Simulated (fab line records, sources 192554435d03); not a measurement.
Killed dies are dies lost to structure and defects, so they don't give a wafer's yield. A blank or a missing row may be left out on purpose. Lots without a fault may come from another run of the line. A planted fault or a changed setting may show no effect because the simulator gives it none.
Split-lot experiment | flow n5_finfet | 7 lots, 39 wafers read, on a route of 1938 steps

THE SPLIT
At N5_SD_EPI_N_EXPOSE_06 (exposes mask SD N BLK, target cd 120 nm), the setting dose_mj was moved away from the recipe's 39.75 on 15 of the 39 wafers read, by -6.0% to +7.8%. The other wafers ran this setting at the recipe's value.

FROM THE SPLIT TO THE READING: what the file shows between them, 2 steps
- N5_SD_EPI_N_PEB_07: peb time 60 s
- N5_SD_EPI_N_DEVELOP_08: develop time 30 s

THE READING
cd_nm, in nm, at N5_SD_EPI_N_CD_MEAS_09 (target cd 120 nm). Fault-free wafers of this fab line usually give 119.9 nm, standard deviation 0.82 nm.

wafer  | tool, chamber at the split | dose_mj as run | against the recipe | cd_nm, nm | against lot-mates on the recipe
L075.1 | arfi_scanner-01, 0         | 39.75          | recipe             | 120.0     | -
L075.2 | arfi_scanner-01, 0         | 39.75          | recipe             | 119.2     | -
L075.3 | arfi_scanner-01, 0         | 42.82          | +7.7%              | 124.9     | +5.4
L075.4 | arfi_scanner-01, 0         | 39.75          | recipe             | 119.2     | -
L075.5 | arfi_scanner-01, 0         | 42.82          | +7.7%              | 123.1     | +3.6
L075.6 | arfi_scanner-01, 0         | 42.82          | +7.7%              | 123.6     | +4.1
L079.1 | arfi_scanner-03, 0         | 39.75          | recipe             | 119.0     | -
L079.2 | arfi_scanner-03, 0         | 39.75          | recipe             | 118.8     | -
L079.3 | arfi_scanner-03, 0         | 42.13          | +6.0%              | 123.2     | +4.4
L079.4 | arfi_scanner-03, 0         | 39.75          | recipe             | 118.7     | -
L079.5 | arfi_scanner-03, 0         | 42.13          | +6.0%              | 123.2     | +4.4
L079.6 | arfi_scanner-03, 0         | 42.13          | +6.0%              | 123.4     | +4.6
L081.1 | arfi_scanner-01, 0         | 39.75          | recipe             | 121.2     | -
L081.3 | arfi_scanner-01, 0         | 39.75          | recipe             | 120.2     | -
L081.4 | arfi_scanner-01, 0         | 39.75          | recipe             | 119.5     | -
L082.1 | arfi_scanner-01, 0         | 39.75          | recipe             | 119.8     | -
L082.2 | arfi_scanner-01, 0         | 39.75          | recipe             | 120.3     | -
L082.3 | arfi_scanner-01, 0         | 39.75          | recipe             | 119.6     | -
L082.4 | arfi_scanner-01, 0         | 39.75          | recipe             | 118.9     | -
L082.5 | arfi_scanner-01, 0         | 39.75          | recipe             | 120.0     | -
L082.6 | arfi_scanner-01, 0         | 39.75          | recipe             | 119.4     | -
L089.1 | arfi_scanner-03, 0         | 40.95          | +3.0%              | 121.2     | +2.3
L089.2 | arfi_scanner-03, 0         | 40.95          | +3.0%              | 122.0     | +3.1
L089.3 | arfi_scanner-03, 0         | 39.75          | recipe             | 119.1     | -
L089.4 | arfi_scanner-03, 0         | 39.75          | recipe             | 119.4     | -
L089.5 | arfi_scanner-03, 0         | 40.95          | +3.0%              | 120.8     | +1.9
L089.6 | arfi_scanner-03, 0         | 39.75          | recipe             | 118.3     | -
L093.1 | arfi_scanner-02, 0         | 39.75          | recipe             | 119.6     | -
L093.2 | arfi_scanner-02, 0         | 39.75          | recipe             | 119.1     | -
L093.3 | arfi_scanner-02, 0         | 42.87          | +7.8%              | 124.9     | +5.4
L093.4 | arfi_scanner-02, 0         | 42.87          | +7.8%              | 124.2     | +4.7
L093.5 | arfi_scanner-02, 0         | 39.75          | recipe             | 119.9     | -
L093.6 | arfi_scanner-02, 0         | 42.87          | +7.8%              | 124.6     | +5.1
L094.1 | arfi_scanner-02, 0         | 37.37          | -6.0%              | 116.0     | -3.9
L094.2 | arfi_scanner-02, 0         | 37.37          | -6.0%              | 116.3     | -3.6
L094.3 | arfi_scanner-02, 0         | 39.75          | recipe             | 120.9     | -
L094.4 | arfi_scanner-02, 0         | 39.75          | recipe             | 119.8     | -
L094.5 | arfi_scanner-02, 0         | 37.37          | -6.0%              | 116.3     | -3.6
L094.6 | arfi_scanner-02, 0         | 39.75          | recipe             | 118.9     | -

THE FIT
A straight line over all 39 wafers: cd_nm changes by +0.594 nm for each +1% of dose_mj; r = +0.96; the points scatter about the line by 0.63 nm.
The same after taking each lot's own level away (the mean of its wafers on the recipe; 39 wafers): +0.634 nm for each +1%; r = +0.97; scatter 0.56 nm.
On that fit, the largest move of dose_mj shifts the reading by 5 nm.
The lots' own levels span 118.83 to 120.30 nm, that is 1.8 times the standard deviation above.
So the lot-to-lot level changes the slope little: the two slopes agree.
Check: with one of the wafers moved furthest among these (+7.8%) left out of the fit, the line predicts +5 nm for it against its lot-mates. It came out at +5.37 nm against them.

OTHER SPLITS ON THESE WAFERS
These wafers also went through other splits before the reading. Each is held against what the fit with the lots' levels taken away leaves over:
other split on the same wafers    | wafers away from the commonest value | r with cd_nm (lot level and that fit taken away)
N5_DUMMY_GATE_CVD_03 target_thk_a | 12                                   | -0.12
N5_DUMMY_GATE_ETCH_37 source_w    | 9                                    | +0.03
N5_SPACER0_ALD_08 target_thk_a    | 15                                   | +0.17

THE WHOLE CHAIN: every reading that the file lists as answering this split, in the file's order
step                   | what it does                                           | reading                                                         | change (the file's fit)               | r (the file's)
N5_SD_EPI_N_CD_MEAS_09 | target cd 120 nm                                       | cd_nm                                                           | +0.64 nm for each +1% of the setting  | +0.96
N5_SD_EPI_N_DESCUM_14  | chemistry O2, time 7.9 s                               | SD_EPI_N.cd_nm (the simulator's own value, which no gauge read) | +0.642 nm for each +1% of the setting | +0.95
N5_SD_EPI_N_ETCH_34    | etches SiARC in CF4, target depth 45.5 nm, time 75.8 s | SD_EPI_N.cd_nm (the simulator's own value, which no gauge read) | +0.658 nm for each +1% of the setting | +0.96

THE FILE'S OWN FIT
cd_nm changes by +0.64 nm for each +1% of dose_mj, r = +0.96.
